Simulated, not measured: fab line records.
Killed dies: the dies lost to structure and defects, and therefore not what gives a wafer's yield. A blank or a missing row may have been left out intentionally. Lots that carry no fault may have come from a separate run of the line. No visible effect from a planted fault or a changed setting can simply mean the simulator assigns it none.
Chamber matching | flow n5 finfet | N5_GATE_CUT_STRIP_59 on rie diel-04 has 4 sister chambers
The step strips in N2/H2, time 20 s. 4 wafers are shown with their chamber, then 7 later ones without.

## WAFERS PAIRED WITH THEIR CHAMBERS
wafer  | chamber | showerhead plenum p Torr (Torr)
L081.2 | 2       | 3.24
L081.6 | 0       | 3.38
L082.1 | 1       | 3.28
L082.2 | 3       | 3.41

## WAFERS WHOSE CHAMBER IS MISSING
wafer  | showerhead plenum p Torr (Torr)
L082.3 | 3.23
L093.1 | 3.37
L093.2 | 3.40
L093.6 | 3.23
L094.2 | 3.37
L094.3 | 3.28
L094.6 | 3.23

## EACH ONE'S CHAMBER
wafer  | from the rows above     | in truth
L082.3 | 2                       | 2
L093.1 | 0                       | 0
L093.2 | can't be placed: 3 or 0 | 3
L093.6 | 2                       | 2
L094.2 | 0                       | 0
L094.3 | 1                       | 1
L094.6 | 2                       | 2
Placed correctly: 6 of 7. From these rows, 1 cannot be placed; in 1 the true chamber is one of the candidates. 0 placed wrongly.
How it was worked out, from the rows above alone: a wafer's distance from a chamber is the root of the sum, over the readings, of the square of ((its reading less the chamber's mean) divided by the reading's scatter). If the next closest chamber is less than 2 further off than the closest, the wafer can't be placed; otherwise it belongs to the closest. The mean given for a chamber averages the wafers shown for that chamber. The scatter: with one shown wafer a chamber, the root of the mean of the squares of how far each hidden wafer lies from its nearest shown one.
